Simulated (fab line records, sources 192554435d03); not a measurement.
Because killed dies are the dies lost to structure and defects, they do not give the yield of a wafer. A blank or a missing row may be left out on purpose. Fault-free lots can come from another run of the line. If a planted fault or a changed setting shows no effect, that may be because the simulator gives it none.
The tool behind it: which one? ; flow n5-finfet ; 9 lots, 26 wafers sampled, at 8 steps of a route of 1938

== WHAT THE GAUGES READ, wafer by wafer ==
N5_BEOL_M4_OCD_MEAS_38. Usual: trench-depth-nm reads 56.1 nm (standard deviation 1).
lot;measured;on;trench-depth-nm (nm);flag
L840;day 7 11:04;ocd-01;57.5 56.5 56.5;
L841;day 7 19:50;ocd-02;56.6 58.2 56.5;
L844;day 8 16:55;ocd-02;56.7 54.6 57.0;
L846;day 9 09:11;ocd-02;55.5 56.6 57.2;
L849;day 9 19:31;ocd-01;55.4 56.9 56.3;
L858;day 12 04:27;ocd-02;28.7 54.9;OFF
L862;day 13 02:56;ocd-01;55.1 56.3 56.0;
L861;day 13 10:25;ocd-02;55.2 55.6 29.3;OFF
L863;day 13 13:34;ocd-02;57.7 56.3 56.3;

N5_BEOL_M4_CD_MEAS_35: target cd 18 nm, target cd y 22.4 nm. Usual: cd-nm reads 17.8 nm (standard deviation 0.45).
lot;measured;on;cd-nm (nm);flag
L840;day 7 11:13;cd-sem-01;18.1 18.1 18.9;
L841;day 7 19:59;cd-sem-02;18.1 18.2 18.2;
L844;day 8 17:04;cd-sem-01;17.6 18.0 18.2;
L846;day 9 09:20;cd-sem-03;17.8 18.2 18.2;
L849;day 9 19:40;cd-sem-01;18.7 18.4 17.7;
L858;day 12 04:36;cd-sem-03;17.5 18.4;
L862;day 13 03:05;cd-sem-02;17.8 17.2 18.1;
L861;day 13 10:36;cd-sem-02;17.6 17.7 16.6;
L863;day 13 13:43;cd-sem-01;17.4 18.5 17.5;

N5_BEOL_M4_THK_MEAS_53: measures by xrf. Usual: for M4_THK the level is 39.9 nm and the standard deviation is 1.5.
lot;measured;on;M4_THK (nm);flag
L840;day 7 20:58;film-metro-02;40.5 40.0 40.4;
L841;day 8 00:47;film-metro-01;40.4 42.1 41.2;
L844;day 8 20:29;film-metro-02;40.2 38.2 39.6;
L846;day 9 13:16;film-metro-02;41.1 40.4 40.6;
L849;day 9 23:37;film-metro-02;39.5 40.8 40.0;
L858;day 12 08:15;film-metro-01;12.2 38.7;OFF
L862;day 13 07:52;film-metro-02;41.0 41.5 41.6;
L861;day 13 14:10;film-metro-02;41.5 41.9 14.2;OFF
L863;day 13 18:11;film-metro-02;42.5 39.8 39.5;

N5_BEOL_M4_RS_MEAS_58: uses a four-point probe to measure. Usual: for M4_RS the level is 0.67 ohm/sq and the standard deviation is 0.033.
lot;measured;on;M4_RS (ohm/sq);flag
L840;day 7 21:14;film-metro-01;0.66 0.66 0.66;
L841;day 8 01:02;film-metro-02;0.66 0.63 0.64;
L844;day 8 20:47;film-metro-02;0.65 0.69 0.66;
L846;day 9 13:33;film-metro-01;0.64 0.66 0.65;
L849;day 9 23:53;film-metro-02;0.68 0.65 0.67;
L858;day 12 08:31;film-metro-01;3.41 0.69;OFF
L862;day 13 08:22;film-metro-02;0.65 0.64 0.63;
L861;day 13 14:25;film-metro-02;0.63 0.62 2.71;OFF
L863;day 13 18:29;film-metro-01;0.61 0.67 0.67;

N5_BEOL_M4_RC_MEAS_101. Usual: DIBL_N 36.8 mV/V, standard deviation 2.1; DIBL_P 37.1 mV/V, standard deviation 2.2; IOFF_N 0.18 nA/um, standard deviation 0.037; IOFF_P 0.23 nA/um, standard deviation 0.041; ION_N 682 uA/um, standard deviation 13; ION_P 467 uA/um, standard deviation 8.6; SS_N 71.7 mV/dec, standard deviation 0.61; SS_P 73.5 mV/dec, standard deviation 0.6; VT_N 248 mV, standard deviation 3.4; VT_P -249 mV, standard deviation 3.5.
lot;measured;on;DIBL_N (mV/V);DIBL_P (mV/V);IOFF_N (nA/um);IOFF_P (nA/um);ION_N (uA/um);ION_P (uA/um);SS_N (mV/dec);SS_P (mV/dec);VT_N (mV);VT_P (mV);flag
L840;day 7 21:26;prober-01;35.8 36.0 37.5;36.0 36.6 38.2;0.16 0.16 0.18;0.24 0.24 0.26;689 682 693;488 473 484;71.3 71.6 71.4;73.0 73.7 73.5;246 248 246;-246 -245 -244;
L841;day 8 01:06;prober-01;39.8 39.1 40.5;39.1 37.5 39.5;0.22 0.19 0.24;0.26 0.23 0.28;695 691 706;474 467 479;72.5 72.8 72.6;74.0 73.8 73.9;244 247 245;-249 -247 -246;
L844;day 8 20:50;prober-02;32.2 32.3 34.1;32.8 32.7 34.5;0.13 0.13 0.16;0.18 0.18 0.21;668 678 683;461 466 470;70.8 70.5 71.5;72.8 72.8 73.6;250 253 248;-250 -249 -250;
L846;day 9 13:36;prober-01;37.9 37.7 36.2;37.5 38.5 37.0;0.18 0.18 0.14;0.21 0.22 0.19;657 675 659;445 456 449;72.1 71.6 71.4;73.3 73.6 72.8;250 247 253;-250 -253 -251;
L849;day 10 00:05;prober-01;38.1 37.7 38.8;37.8 37.0 39.0;0.21 0.20 0.20;0.24 0.24 0.26;690 691 689;473 479 472;71.3 72.4 71.8;73.8 73.3 73.7;245 244 248;-247 -249 -248;
L858;day 12 09:11;prober-02;32.1;32.2;0.10;0.16;661;458;71.4;72.7;255;-254;
L862;day 13 08:25;prober-01;35.1 35.8 37.7;37.3 37.5 41.0;0.16 0.16 0.22;0.20 0.20 0.26;677 684 690;466 464 468;70.8 71.4 71.8;72.6 73.9 74.3;249 250 247;-250 -250 -248;
L861;day 13 14:47;prober-01;37.0 37.0;39.5 39.3;0.20 0.19;0.29 0.29;694 685;475 476;72.4 71.6;74.0 73.7;245 247;-242 -242;
L863;day 13 18:50;prober-01;36.3 38.0 37.9;35.6 38.2 38.1;0.15 0.18 0.18;0.20 0.25 0.24;679 682 688;466 469 469;71.5 72.5 71.8;73.2 74.5 73.6;249 248 249;-251 -249 -247;

== TOOL THAT RAN EACH LOT (tool first, then ch and the chambers of the sampled wafers, then the start) ==
lot;N5_BEOL_M4_ALD_98;N5_BEOL_M4_TRENCH_ETCH_37;N5_BEOL_M4_SURFACE_TREAT_85
L840;ald-sin-01 ch 1,2, day 7 09:50;rie-diel-03 ch 1,2,3, day 7 10:54;pvd-sputter-02, day 7 12:16
L841;ald-sin-01 ch 0,2,3, day 7 18:58;rie-diel-02 ch 0,2,3, day 7 19:41;pvd-sputter-01, day 7 20:38
L844;ald-sin-03 ch 0,3, day 8 12:47;rie-diel-03 ch 0,1, day 8 16:45;pvd-sputter-02, day 8 17:37
L846;ald-sin-01 ch 0,1,3, day 9 07:45;rie-diel-03 ch 0,1,3, day 9 09:01;pvd-sputter-03, day 9 10:21
L849;ald-sin-01 ch 0,3, day 9 17:14;rie-diel-03 ch 0,2,3, day 9 19:22;pvd-sputter-03, day 9 20:18
L858;ald-sin-01 ch 1,2, day 12 01:07;rie-diel-03 ch 2,3, day 12 04:17;pvd-sputter-01, day 12 05:22
L862;ald-sin-01 ch 1,2,3, day 13 02:11;rie-diel-02 ch 0,1,2, day 13 02:47;pvd-sputter-03, day 13 04:54
L861;ald-sin-01 ch 2,3, day 13 03:02;rie-diel-03 ch 0,2,3, day 13 10:15;pvd-sputter-03, day 13 11:15
L863;ald-sin-02 ch 0,2,3, day 13 12:17;rie-diel-02 ch 2,3, day 13 13:24;pvd-sputter-03, day 13 15:17
- N5_BEOL_M4_ALD_98: deposits SiO2, target thk 2.5 nm, pulse time 1 s, co reactant pulse time 1 s.
- N5_BEOL_M4_TRENCH_ETCH_37: etches SiOC in C4F6/O2, target depth 55.555 nm, time 29.2 s.
- N5_BEOL_M4_SURFACE_TREAT_85

== WHAT THE TOOLS THEMSELVES READ (means of the sampled wafers that have a number; where no wafer has one, the mark that the record gives instead) ==
N5_BEOL_M4_ALD_98. Usual: heater-power-outer-w 42 W, standard deviation 3.8; heater-power-w 81 W, standard deviation 5.8; precursor-pulse-height-rel 1.000, standard deviation 0.02.
lot;tool;heater-power-outer-w (W);heater-power-w (W);precursor-pulse-height-rel;flag
L840;ald-sin-01;39;77;1.012;
L841;ald-sin-01;43;82;1.018;
L844;ald-sin-03;42;81;0.996;
L846;ald-sin-01;44;83;1.000;
L849;ald-sin-01;47;89;0.992;
L858;ald-sin-01;40;78;1.003;
L862;ald-sin-01;41;79;0.998;
L861;ald-sin-01;39;79;1.005;
L863;ald-sin-02;41;77;0.995;

N5_BEOL_M4_TRENCH_ETCH_37. Usual: drypump-motor-current-A 5.7 A, standard deviation 0.42; oes-product-au 0.81 a.u., standard deviation 0.089; rf-vpp-V 668 V, standard deviation 15; showerhead-plenum-p-Torr 2.86 Torr, standard deviation 0.086; throttle-valve-pct 20.90 %, standard deviation 0.22.
lot;tool;drypump-motor-current-A (A);oes-product-au (a.u.);rf-vpp-V (V);showerhead-plenum-p-Torr (Torr);throttle-valve-pct (%);flag
L840;rie-diel-03;6.0;0.78;670;2.90;21.00;
L841;rie-diel-02;5.4;0.90;670;2.84;20.88;
L844;rie-diel-03;5.9;0.71;671;2.78;21.25;
L846;rie-diel-03;5.9;0.74;664;2.80;21.00;
L849;rie-diel-03;5.7;0.77;672;2.84;20.85;
L858;rie-diel-03;5.8;0.65;670;2.91;20.82;
L862;rie-diel-02;5.7;0.80;663;2.79;20.95;
L861;rie-diel-03;5.7;0.72;675;2.94;20.75;
L863;rie-diel-02;5.5;0.80;666;2.80;21.00;

== THE ANSWER, worked out from the rows above alone ==
Rule: a lot is off if the mean of its wafers that have a number lies more than 3 standard deviations from the usual mean. Also off: a lot with no number at a reading for which 4 or more lots have one. Where the step has rows for the other lots, those lots are counted as sound. Order of review: gauges by route order, followed by the tools' own readings, for which a lot's mean as printed above is used. At the first step where some lot is off, the reading lying furthest off is the one used; lots without a number count as furthest.
Off at N5_BEOL_M4_OCD_MEAS_38 (trench-depth-nm): L858, L861.
If a tool, at a process step before that reading, ran all the lots that are off and no sound lot after the first of them, it fits. The gauges at N5_BEOL_M4_OCD_MEAS_38 aren't tried: what is off there is off at N5_BEOL_M4_THK_MEAS_53 too, on other tools, and a gauge's error can't cause that. One fits: rie-diel-03 at N5_BEOL_M4_TRENCH_ETCH_37. Its last sound lot is L849 (day 9 19:22), its first lot that is off L858 (day 12 04:17): a fault that began between those two fits.

== WHAT WAS PUT IN BY THE SIMULATOR ==
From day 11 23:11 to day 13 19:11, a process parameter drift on rie-diel-03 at N5_BEOL_M4_TRENCH_ETCH_37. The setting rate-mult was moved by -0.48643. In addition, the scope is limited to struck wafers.
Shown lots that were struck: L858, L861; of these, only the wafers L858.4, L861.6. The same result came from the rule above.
